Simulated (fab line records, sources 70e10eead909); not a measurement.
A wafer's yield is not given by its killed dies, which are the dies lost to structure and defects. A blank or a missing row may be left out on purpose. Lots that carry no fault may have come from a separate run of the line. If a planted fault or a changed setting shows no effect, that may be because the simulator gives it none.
2 desks looking at one fault    flow nandHarc    only its own numbers are on each desk; what lay behind them is given at the end

FROM THE METROLOGY DESK
What the gauges read for every lot (on any tool): the sampled wafers with a number, averaged. The brackets show how far a lot's mean lies from the usual mean; more than 4 standard deviations puts the lot out of limits, marked OUT.
Columns: A = thkNm at NHARC_A_M1_THK_MEAS_24, usual 154.3 nm
lot   first seen here  A
L310  day 22 23:12     154.7
L311  day 23 23:58     155.8
L312  day 24 04:53     153.1
L314  day 24 16:11     153.8
L317  day 26 00:58     152.8
L316  day 26 01:21     155.0
L315  day 26 08:16     146.9 (-4.6) OUT
L327  day 29 15:52     154.0
L326  day 30 01:40     154.4
L330  day 31 18:29     154.3
L332  day 31 20:09     153.4
L329  day 31 22:05     154.2
L331  day 32 14:14     155.1
This desk's finding: out of limits on L315; first on L315, day 26 08:16 (thkNm at NHARC_A_M1_THK_MEAS_24). In limits: L310, L311, L312, L314, L317, L316, L327, L326, L330, L332, L329, L331.

TOOL OWNER'S DESK, cmp-03
The tool's own readings at NHARC_A_M1_CMP_23 (polishes, t overpolish 20 s, target thk 154.34 nm): means of the sampled wafers that have a number, for each lot that ran on this tool. The brackets show how far a lot's mean lies from the usual mean; more than 4 standard deviations puts the lot out of limits, marked OUT.
Columns: A = motorCurrentA at NHARC_A_M1_CMP_23, usual 11.8 A; B = timeToEndpointS at NHARC_A_M1_CMP_23, usual 28.4 s
lot   first seen here  A     B
L310  day 22 22:53     11.2  29.2
L312  day 24 04:34     11.5  25.1
L317  day 26 00:39     11.5  29.5
L316  day 26 01:02     11.8  31.8
L315  day 26 07:57     10.5  15.1 (-4.6) OUT
L327  day 29 15:34     11.1  29.3
L326  day 30 01:20     12.0  30.8
L330  day 31 18:12     11.2  31.1
L329  day 31 21:46     10.8  29.8
L331  day 32 13:59     11.4  28.1
This desk's finding: out of limits on L315; first on L315, day 26 07:57 (timeToEndpointS at NHARC_A_M1_CMP_23). In limits: L310, L312, L317, L316, L327, L326, L330, L329, L331.

TAKEN TOGETHER
The tool owner's desk had the chance to raise an alarm at day 26 07:57 on L315.
The metrology desk could have raised an alarm at day 26 08:16, on L315.
On cmp-03, each named lot ran NHARC_A_M1_CMP_23.

WHAT WAS PUT IN BY THE SIMULATOR
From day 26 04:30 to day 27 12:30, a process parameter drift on cmp-03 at NHARC_A_M1_CMP_23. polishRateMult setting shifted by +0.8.
Shown lots that were struck: L315.
Hours from the fault's start to each desk's first reading out of limits: the tool owner's desk, 3; the metrology desk, 4.
